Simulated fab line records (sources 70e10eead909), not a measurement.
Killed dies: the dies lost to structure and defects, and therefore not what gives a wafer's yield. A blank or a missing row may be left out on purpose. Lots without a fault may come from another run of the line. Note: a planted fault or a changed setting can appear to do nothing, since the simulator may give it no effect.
Matching of chambers	flow nandHarc	4 sister chambers for NHARC_A_STAIRCASE_DESCUM_312 on rieDiel-03
The step chemistry O2, time 3 s. 4 wafers are shown with their chamber, then 7 later ones without.

## WAFERS WITH THEIR CHAMBER
wafer	chamber	drypumpMotorCurrentA (A)
L808.4	2	5.6
L814.2	0	6.5
L816.2	3	5.2
L816.4	1	6.0

## WAFERS WITH NO CHAMBER GIVEN
wafer	drypumpMotorCurrentA (A)
L816.6	6.5
L821.1	5.3
L821.3	5.6
L821.6	5.2
L820.1	6.0
L820.2	6.5
L820.4	5.6

## EACH ONE'S CHAMBER
wafer	from the rows above	in truth
L816.6	0	0
L821.1	3	3
L821.3	2	2
L821.6	3	3
L820.1	1	1
L820.2	0	0
L820.4	2	2
Correct placement for 7 of the 7. Not placeable from these rows: 0. 0 placed wrongly.
How it was worked out, from the rows above alone: a wafer's distance from a chamber is the root of the sum, over the readings, of the square of ((its reading less the chamber's mean) divided by the reading's scatter). If the next closest chamber is less than 2 further off than the closest, the wafer can't be placed; otherwise it belongs to the closest. Each chamber's mean is taken over the wafers shown for it. The scatter (one wafer shown for each chamber): square how far every hidden wafer sits from the nearest shown wafer, average those squares and take the square root.
